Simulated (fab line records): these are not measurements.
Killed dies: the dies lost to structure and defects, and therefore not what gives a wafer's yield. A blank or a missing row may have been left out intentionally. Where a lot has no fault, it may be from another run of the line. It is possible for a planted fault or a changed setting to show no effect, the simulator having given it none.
Chamber matching | flow n5_finfet | 4 sister chambers for N5_BEOL_M4_STRIP_19 on rie_diel-03
The step strips in O2. 18 wafers are shown with their chamber, then 9 later ones without.

## EACH WAFER AND ITS CHAMBER
wafer  | chamber | showerhead_plenum_p_Torr (Torr) | drypump_motor_current_A (A) | throttle_valve_pct (%)
L075.1 | 1       | 2.21                            | 4.9                         | 16.66
L075.2 | 2       | 2.16                            | 6.5                         | 16.91
L075.3 | 0       | 2.07                            | 5.2                         | 16.32
L075.4 | 3       | 2.09                            | 6.2                         | 16.55
L075.5 | 0       | 2.07                            | 5.2                         | 16.30
L075.6 | 3       | 2.09                            | 6.2                         | 16.54
L074.1 | 2       | 2.16                            | 6.5                         | 16.91
L074.3 | 3       | 2.09                            | 6.3                         | 16.56
L074.5 | 3       | 2.09                            | 6.2                         | 16.56
L076.1 | 0       | 2.07                            | 5.2                         | 16.32
L076.3 | 2       | 2.16                            | 6.5                         | 16.91
L076.4 | 3       | 2.09                            | 6.3                         | 16.56
L083.1 | 0       | 2.07                            | 5.2                         | 16.36
L083.4 | 0       | 2.07                            | 5.2                         | 16.35
L083.5 | 3       | 2.08                            | 6.2                         | 16.58
L079.1 | 0       | 2.07                            | 5.1                         | 16.37
L079.5 | 3       | 2.08                            | 6.3                         | 16.59
L079.6 | 0       | 2.07                            | 5.2                         | 16.36

SIGNATURES (means of the wafers above)
reading                  | chamber 0 | chamber 1 | chamber 2 | chamber 3 | scatter within a chamber
showerhead_plenum_p_Torr | 2.0700    | 2.2100    | 2.1600    | 2.0871    | 0.00319
drypump_motor_current_A  | 5.186     | 4.900     | 6.500     | 6.243     | 0.0429
throttle_valve_pct       | 16.3400   | 16.6600   | 16.9100   | 16.5629   | 0.0206
Rule: a wafer's distance from a chamber is the root of the sum, over the readings, of the square of ((its reading less the chamber's mean) divided by the reading's scatter). The wafer belongs to the nearest chamber; if the next one is less than 2 further off, it can't be placed. The scatter is the square root of a quotient: the sum, over the shown wafers, of each reading's squared deviation from its chamber's mean, divided by wafers minus chambers.

## WAFERS WHOSE CHAMBER IS MISSING
wafer  | showerhead_plenum_p_Torr (Torr) | drypump_motor_current_A (A) | throttle_valve_pct (%)
L085.4 | 2.15                            | 6.5                         | 16.45
L085.5 | 2.08                            | 6.2                         | 16.61
L085.6 | 2.06                            | 5.2                         | 16.36
L080.1 | 2.15                            | 6.5                         | 16.43
L080.4 | 2.08                            | 6.3                         | 16.59
L080.6 | 2.06                            | 5.2                         | 16.36
L097.2 | 2.06                            | 5.2                         | 16.38
L097.3 | 2.07                            | 6.2                         | 16.61
L097.5 | 2.20                            | 4.9                         | 16.73

## EACH ONE'S CHAMBER
wafer  | from the rows above     | in truth
L085.4 | can't be placed: 3 or 2 | 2
L085.5 | 3                       | 3
L085.6 | 0                       | 0
L080.1 | can't be placed: 3 or 2 | 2
L080.4 | 3                       | 3
L080.6 | 0                       | 0
L097.2 | 0                       | 0
L097.3 | 3                       | 3
L097.5 | 1                       | 1
Correct placement for 7 of the 9. Cannot be placed on the basis of these rows: 2; the candidates contain the true chamber in 2. Wrongly placed: 0.
